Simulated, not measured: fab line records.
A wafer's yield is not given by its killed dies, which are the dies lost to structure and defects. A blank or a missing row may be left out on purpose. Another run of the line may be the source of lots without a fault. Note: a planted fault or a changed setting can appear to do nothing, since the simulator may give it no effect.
fab line records	flow nand-harc
record: lots: 13	wafers: 39	last-day: 24
route steps=1159 shown P_M2@348 P_BONDPAD@371 A_SOURCE_PLATE@420 A_ONON_D1@428 END@1159
lots that met no fault: taken from a fault-free run of the same line
start-h: start of the lot's first displayed wafer, in hours after the record's first day	wait-h: hours from the lot's prior step to this one	" identical to the entry in the row above	L1.1+2: several wafers, shown together as one row	- no value present, or no start provided	* or withheld: withheld	< > ~ a bound
route shown NAME@n: NAME is a module with steps in the file, n the number in the route of the first one	usual: mean/standard deviation taken from wafers without a fault	same: alike in all rows	chamber/n: place in a boat	sites: the reading at each site	_std_site: standard deviation of those values	_edge_site: the outer-site mean with the inner-site mean subtracted	radius-mm: how far each site lies from the wafer's centre	mask NAME#n: copy n	behind: the most recent tool/chamber to have shaped the wafer	hold: the reason the lot was held/the length of the hold in hours/how it ended	device: the n, p or np transistor that did not switch	end of line: the route-end tests of the same wafers	where a step has no rows: the recipe by itself	killed: the dies lost at the first sort to structure and to defects; this is not the yield of the wafer	map: the dies of a wafer, with x for killed, . for not killed, _ for no die there
set.NAME: the run value of the setting; set.NAME@STEP: its run value at that earlier step	model.NAME: the simulator's own value behind a step, which no gauge read
a sample of lots followed through the steps of the route, with each step as a table and each wafer as a row
services: from which hour (start-h, from the record's first day; less than 0 if before it) a tool's chamber was out of use, for how many hours, and why
== steps ==
step: NHARC_P_M2_INSPECT_27
usual: raw-defect-count: 327/110
lot.wafer	tool	chamber	start-h	wait-h	raw-defect-count
L927.1	defect-inspect-01	-	120.16	0.0	210
L927.3	"	-	"	"	350
L927.4	"	-	"	"	426
L929.1	defect-inspect-02	-	130.16	0.0	272
L929.2	"	-	"	"	422
L929.6	"	-	"	"	357
L932.1	defect-inspect-01	-	157.73	0.0	273
L932.3	"	-	"	"	340
L932.5	"	-	"	"	420
L934.2	defect-inspect-01	-	163.42	0.0	326
L934.3	"	-	"	"	353
L934.4	"	-	"	"	474
L933.1	defect-inspect-01	-	164.09	0.0	272
L933.4	"	-	"	"	279
L933.5	"	-	"	"	233
L936.1	defect-inspect-02	-	179.49	0.0	314
L936.2	"	-	"	"	208
L936.5	"	-	"	"	385
L939.1	defect-inspect-02	-	205.46	0.0	353
L939.3	"	-	"	"	372
L939.5	"	-	"	"	402
L938.3	defect-inspect-01	-	209.32	0.0	390
L938.4	"	-	"	"	297
L938.5	"	-	"	"	726
L942.4	defect-inspect-02	-	215.44	0.0	238
L942.5	"	-	"	"	363
L942.6	"	-	"	"	272
L945.2	defect-inspect-02	-	229.60	0.0	315
L945.3	"	-	"	"	524
L945.6	"	-	"	"	474
L946.1	defect-inspect-02	-	237.26	0.0	345
L946.3	"	-	"	"	358
L946.5	"	-	"	"	251
L947.2	defect-inspect-02	-	247.43	0.0	457
L947.4	"	-	"	"	303
L947.6	"	-	"	"	336
L950.1	defect-inspect-02	-	255.95	0.0	247
L950.2	"	-	"	"	249
L950.5	"	-	"	"	324
step: NHARC_P_BONDPAD_STRIP_15
recipe: o2-flow-sccm: 500	ar-flow-sccm: 0	bias-w: 0	chemistry: O2
usual: drypump-motor-current-A: 5.5/0.47	oes-product-au: 1.003/0.0089	rf-vpp-V: 57.6/0.89	showerhead-plenum-p-Torr: 3.49/0.13	throttle-valve-pct: 17.036/0.0095
lot.wafer	tool	chamber	start-h	wait-h	drypump-motor-current-A	oes-product-au	rf-hours-counter-h	rf-vpp-V	showerhead-plenum-p-Torr	throttle-valve-pct
L927.3	rie-diel-07	1	122.53	0.1	4.9	1.004	6	57.1	3.38	17.050
L927.1	"	2	"	"	5.4	1.008	6	56.3	3.44	17.031
L927.4	"	0	"	"	6.3	0.992	5	59.0	3.68	17.028
L929.2	rie-diel-07	0	132.41	0.1	6.3	0.997	6	58.9	3.68	17.046
L929.1	"	3	"	"	5.3	1.005	7	55.8	3.59	17.035
L929.6	"	1	"	"	5.0	1.011	-	56.2	3.38	17.043
L932.3	rie-diel-07	3	160.80	0.1	5.3	0.990	10	57.4	3.59	17.037
L932.1	"	0	"	"	6.3	0.998	9	58.7	3.68	17.037
L932.5	"	2	"	"	5.4	0.989	-	57.6	3.44	17.036
L934.3	rie-diel-07	3	165.69	0.1	5.3	0.997	11	58.9	3.59	17.037
L934.4	"	0	"	"	6.3	1.005	9	58.1	3.68	17.045
L934.2	"	2	"	"	5.4	0.997	11	56.0	3.44	17.032
L933.4	rie-diel-07	0	166.47	0.1	6.3	1.010	10	57.2	3.68	17.039
L933.1	"	3	"	"	5.3	0.996	11	57.2	3.59	17.029
L933.5	"	0	"	"	6.3	0.988	-	57.4	3.68	17.029
L936.2	rie-diel-06	1	181.85	0.1	6.0	1.001	37	57.9	3.58	17.033
L936.1	"	2	"	"	5.5	0.991	40	57.1	3.29	17.049
L936.5	"	2	"	"	5.4	0.993	-	55.8	3.29	17.048
L939.3	rie-diel-07	1	207.94	0.1	4.9	1.010	14	57.1	3.37	17.033
L939.1	"	3	"	"	5.3	0.997	15	58.3	3.59	17.024
L939.5	"	1	"	"	4.9	1.002	-	58.1	3.37	17.029
L938.3	rie-diel-13	0	211.73	0.1	5.1	1.006	43	59.7	3.39	17.039
L938.4	"	1	"	"	5.6	1.017	44	58.2	3.56	17.054
L938.5	"	2	"	"	5.7	1.017	-	56.7	3.41	17.042
L942.4	rie-diel-06	2	217.72	0.1	5.5	0.993	53	57.8	3.28	17.036
L942.6	"	0	"	"	5.1	1.017	-	58.0	3.42	17.051
L942.5	"	1	"	"	6.0	0.995	-	58.5	3.57	17.029
L945.2	rie-diel-13	1	231.85	0.1	5.6	1.018	47	57.9	3.56	17.037
L945.3	"	3	"	"	5.7	1.016	51	57.5	3.59	17.021
L945.6	"	2	"	"	5.7	1.024	-	56.7	3.41	17.028
L946.1	rie-diel-13	2	239.64	0.1	5.7	1.006	55	57.0	3.40	17.047
L946.3	"	1	"	"	5.6	1.007	49	59.0	3.55	17.030
L946.5	"	2	"	"	5.7	1.010	-	54.8	3.40	17.040
L947.4	rie-diel-07	2	249.92	0.1	5.4	0.992	1	57.0	3.43	17.048
L947.2	"	1	"	"	5.0	1.009	1	58.5	3.37	17.038
L947.6	"	2	"	"	5.4	1.007	-	57.6	3.43	17.034
L950.2	rie-diel-07	2	258.37	0.1	5.4	1.008	2	57.2	3.43	17.032
L950.1	"	3	"	"	5.3	1.009	2	56.6	3.59	17.032
L950.5	"	1	"	"	4.9	1.021	-	55.6	3.37	17.030
step: NHARC_A_SOURCE_PLATE_THK_MEAS_06
recipe: thk-meas-gauge: ellipsometry
usual: thk-nm: 199.4/1.8
lot.wafer	tool	chamber	start-h	wait-h	thk-nm
L927.1	film-metro-02	-	147.72	0.4	196.9
L927.3	"	-	"	"	200.7
L927.4	"	-	"	"	198.9
L929.1	film-metro-01	-	158.19	0.4	198.1
L929.2	"	-	"	"	198.3
L929.6	"	-	"	"	195.3
L932.1	film-metro-02	-	185.94	0.4	198.7
L932.3	"	-	"	"	196.0
L932.5	"	-	"	"	198.9
L934.2	film-metro-02	-	193.22	0.4	202.7
L934.3	"	-	"	"	197.6
L934.4	"	-	"	"	200.8
L933.1	film-metro-01	-	193.22	0.4	198.7
L933.4	"	-	"	"	201.0
L933.5	"	-	"	"	200.8
L936.1	film-metro-01	-	207.60	0.4	196.0
L936.2	"	-	"	"	195.3
L936.5	"	-	"	"	196.4
L939.1	film-metro-01	-	233.54	0.4	201.5
L939.3	"	-	"	"	202.9
L939.5	"	-	"	"	199.9
L938.3	film-metro-02	-	239.72	0.4	198.7
L938.4	"	-	"	"	201.3
L938.5	"	-	"	"	198.1
L942.4	film-metro-01	-	243.32	0.4	201.2
L942.5	"	-	"	"	197.8
L942.6	"	-	"	"	199.1
L945.2	film-metro-02	-	259.97	0.4	198.7
L945.3	"	-	"	"	198.5
L945.6	"	-	"	"	199.9
L946.1	film-metro-02	-	265.02	0.4	201.5
L946.3	"	-	"	"	199.4
L946.5	"	-	"	"	200.8
L947.2	film-metro-01	-	275.24	0.4	201.0
L947.4	"	-	"	"	198.2
L947.6	"	-	"	"	197.4
L950.1	film-metro-02	-	283.85	0.4	197.5
L950.2	"	-	"	"	199.6
L950.5	"	-	"	"	199.3
step: NHARC_A_ONON_D1_DEP_06
recipe: target-thk-a: 10000	n2-flow-sccm: 2750	n2o-flow-sccm: 2000	nh3-flow-sccm: 500	sih4-flow-sccm: 210	temp-c: 400
lot.wafer	tool	chamber	start-h	wait-h
L927.1+3+4	pecvd-onon-03	0	148.98	0.1
L929.1+2+6	pecvd-onon-04	0	159.44	0.1
L932.1+3+5	pecvd-onon-01	0	187.27	0.1
L933.1+4+5	pecvd-onon-03	0	194.49	0.1
L934.2+3+4	pecvd-onon-01	0	194.54	0.1
L936.1+2+5	pecvd-onon-01	0	208.85	0.1
L939.1+3+5	pecvd-onon-03	0	234.80	0.1
L938.3+4+5	pecvd-onon-03	0	241.12	0.2
L942.4+5+6	pecvd-onon-03	0	244.88	0.4
L945.2+3+6	pecvd-onon-04	0	261.29	0.1
L946.1+3+5	pecvd-onon-01	0	266.28	0.1
L947.2+4+6	pecvd-onon-04	0	276.60	0.1
L950.1+2+5	pecvd-onon-01	0	285.12	0.1
step: NHARC_A_ONON_D1_THK_MEAS_08
recipe: thk-meas-gauge: ellipsometry
usual: thk-nm: 1000/12
lot.wafer	tool	chamber	start-h	wait-h	thk-nm
L927.1	film-metro-01	-	149.49	-	1008
L927.3	"	-	"	"	1007
L927.4	"	-	"	"	1008
L929.1	film-metro-02	-	159.96	-	1000
L929.2	"	-	"	"	1001
L929.6	"	-	"	"	1000
L932.1	film-metro-01	-	187.78	-	1001
L932.3	"	-	"	"	999
L932.5	"	-	"	"	1000
L934.2	film-metro-01	-	194.99	-	983
L934.3	"	-	"	"	984
L934.4	"	-	"	"	982
L933.1	film-metro-02	-	195.00	-	993
L933.4	"	-	"	"	994
L933.5	"	-	"	"	993
L936.1	film-metro-01	-	209.37	-	1022
L936.2	"	-	"	"	1021
L936.5	"	-	"	"	1022
L939.1	film-metro-01	-	235.31	-	656
L939.3	"	-	"	"	655
L939.5	"	-	"	"	656
L938.3	film-metro-01	-	241.52	-	637
L938.4	"	-	"	"	639
L938.5	"	-	"	"	638
L942.4	film-metro-01	-	245.22	-	652
L942.5	"	-	"	"	653
L942.6	"	-	"	"	651
L945.2	film-metro-01	-	261.74	-	995
L945.3	"	-	"	"	997
L945.6	"	-	"	"	996
L946.1	film-metro-01	-	266.79	-	1002
L946.3	"	-	"	"	1002
L946.5	"	-	"	"	1000
L947.2	film-metro-01	-	277.06	-	991
L947.4	"	-	"	"	992
L947.6	"	-	"	"	992
L950.1	film-metro-01	-	285.63	-	978
L950.2	"	-	"	"	976
L950.5	"	-	"	"	977
step: NHARC_END_SORT_01
recipe: temp-c: 25
usual: killed-at-array: 27/11	killed-at-other: 0.6/0.89	killed-at-periphery: 3.0/2.4	killed-dies: 31/12	killed-open: 3.2/1.6	killed-short: 2.0/1.5
same: gross-dies: 677
lot.wafer	tool	chamber	start-h	wait-h	killed-at-array	killed-at-other	killed-at-periphery	killed-dies	killed-open	killed-short
L942.4	prober-02	0	519.34	3.4	677	0	0	677	5	1
L942.5	prober-02	0	520.15	3.7	675	1	1	677	3	2
L942.6	prober-02	0	520.96	4.0	673	1	3	677	2	4
L939.1	prober-01	0	524.60	2.5	674	0	3	677	2	2
L939.3	prober-01	0	526.22	3.1	672	0	5	677	2	3
L939.5	prober-01	0	527.84	3.7	674	1	2	677	2	3
L938.3	prober-02	0	526.35	3.1	676	0	1	677	3	1
L938.4	prober-02	0	527.14	3.4	676	0	1	677	5	0
L938.5	prober-02	0	527.94	3.7	675	0	2	677	3	3
killed by level:class
L942.4 A_ONON_D1:area-dep=647 A_CHANNEL_HOLE_D1:chamber-film-flake=14 A_STAIRCASE:chamber-film-flake=7 A_CONTACT:geometric-particle:open=3 A_CONTACT:chamber-film-flake=2 A_ONON_D1:geometric-particle:open=1 A_WL_FILL:geometric-particle:short=1 A_M0:geometric-particle:open=1
L942.5 A_ONON_D1:area-dep=651 A_CHANNEL_HOLE_D1:chamber-film-flake=15 A_ONON_D1:geometric-particle:open=2 A_STAIRCASE:chamber-film-flake=2 A_CONTACT:chamber-film-flake=2 P_GATE:geometric-particle:open=1 A_WL_FILL:geometric-particle:short=1 A_M0:geometric-particle:short=1
L942.6 A_ONON_D1:area-dep=651 A_CHANNEL_HOLE_D1:chamber-film-flake=15 P_CONTACT:geometric-particle:short=2 A_CONTACT:geometric-particle:open=2 A_STAIRCASE:chamber-film-flake=2 A_CONTACT:chamber-film-flake=2 P_M0:geometric-particle:short=1 STARTING-WAFER:geometric-particle:short=1
L939.1 A_ONON_D1:area-dep=651 A_CHANNEL_HOLE_D1:chamber-film-flake=11 A_CONTACT:chamber-film-flake=6 A_CHANNEL_FILL_D1:geometric-particle:short=1 A_WL_FILL:geometric-particle:open=1 A_M1:geometric-particle:open=1 A_M1:geometric-particle:short=1 P_ZERO_WELL:chamber-film-flake=1
L939.3 A_ONON_D1:area-dep=641 A_CHANNEL_HOLE_D1:chamber-film-flake=13 A_CONTACT:chamber-film-flake=10 P_ZERO_WELL:chamber-film-flake=3 A_WL_FILL:geometric-particle:short=2 A_ONON_D1:geometric-particle:short=1 A_ONON_D1:geometric-particle:open=1 A_BLC:geometric-particle:open=1
L938.3 A_ONON_D1:area-dep=661 A_CHANNEL_HOLE_D1:chamber-film-flake=7 A_STAIRCASE:chamber-film-flake=3 A_CONTACT:chamber-film-flake=2 P_STI:geometric-particle:short=1 A_CHANNEL_FILL_D1:geometric-particle:open=1 A_CONTACT:geometric-particle:open=1 A_M1:geometric-particle:open=1
L938.4 A_ONON_D1:area-dep=665 A_CHANNEL_HOLE_D1:chamber-film-flake=6 A_CONTACT:geometric-particle:open=3 P_GATE:geometric-particle:open=1 A_M1:geometric-particle:open=1 A_STAIRCASE:chamber-film-flake=1
L939.5 A_ONON_D1:area-dep=647 A_CHANNEL_HOLE_D1:chamber-film-flake=14 A_CONTACT:chamber-film-flake=5 A_WL_FILL:geometric-particle:short=2 P_M0:chamber-film-flake=2 A_STAIRCASE:chamber-film-flake=2 A_WL_FILL:geometric-particle:open=1 A_CONTACT:geometric-particle:open=1
L938.5 A_ONON_D1:area-dep=660 A_CHANNEL_HOLE_D1:chamber-film-flake=4 A_CONTACT:chamber-film-flake=3 A_ONON_D1:geometric-particle:open=2 A_STAIRCASE:chamber-film-flake=2 A_SLIT:chamber-film-flake=2 P_CONTACT:geometric-particle:short=1 P_M1:geometric-particle:short=1
== services ==
tool	chamber	start-h	hours	kind
rie-diel-13	-	99.00	9.0	pm
rie-diel-07	0	109.20	-	clean
rie-diel-07	1	109.20	-	clean
rie-diel-07	2	109.20	-	clean
rie-diel-07	3	109.20	-	clean
rie-diel-07	0	133.75	-	clean
rie-diel-07	1	133.75	-	clean
rie-diel-07	2	133.75	-	clean
rie-diel-07	3	133.75	-	clean
rie-diel-06	-	133.90	0.8	repair
rie-diel-06	1	145.27	9.8	repair
pecvd-onon-03	-	153.00	13.0	pm
rie-diel-07	0	158.25	-	clean
rie-diel-07	1	158.25	-	clean
rie-diel-07	2	158.25	-	clean
rie-diel-07	3	158.25	-	clean
rie-diel-06	0	177.21	19.9	repair
pecvd-onon-01	-	195.46	13.0	pm
rie-diel-13	1	221.55	8.9	repair
rie-diel-06	3	225.42	3.6	repair
rie-diel-07	-	228.20	9.0	pm
pecvd-onon-04	-	237.09	13.0	pm
rie-diel-06	-	241.55	9.0	pm
rie-diel-13	-	276.02	9.0	pm
== key ==
first-sign: step: NHARC_A_ONON_D1_THK_MEAS_08	reading: thk-nm	direction: down	sigmas: 30	usual: 1000	struck: 649
effect: step: NHARC_END_SORT_01	reading: killed-at-array	direction: up	sigmas: 59	usual: 27	struck: 675
more-kills-born-at: NHARC_A_ONON_D1_DEP_06@pecvd-onon-03: 5874
met-at NHARC_A_ONON_D1_DEP_06
struck-lots L938,L939,L942
struck-wafers L938.3,L938.4,L938.5,L939.1,L939.3,L939.5,L942.4,L942.5,L942.6
later-rows-left-out L938.3,L938.4,L938.5,L939.1,L939.3,L939.5,L942.4,L942.5,L942.6
tester-left-out L938,L939,L942
not-acting-at NHARC_P_M2_INSPECT_27,NHARC_P_BONDPAD_STRIP_15,NHARC_A_SOURCE_PLATE_THK_MEAS_06
onset-between 194.49 234.80
fault: kind: process-parameter-drift	tool: pecvd-onon-03	chamber: 0	onset-h: 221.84	steps: NHARC_A_ONON_D1_DEP_06	channel: target-thk-a	offset: *	shape: step	end-h: 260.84	acts-in: *	stated: *
tester-left-out: of these lots the tester's yield and bins aren't shown, on N5 and GAA mostly nor the transistor test; their killed dies are dies lost to structure and defects alone, not to doping, threshold or leakage, so they don't give the yield
later-rows-left-out: the simulator's readings of these wafers behind a module that went badly wrong aren't trusted and aren't shown, but for the sort
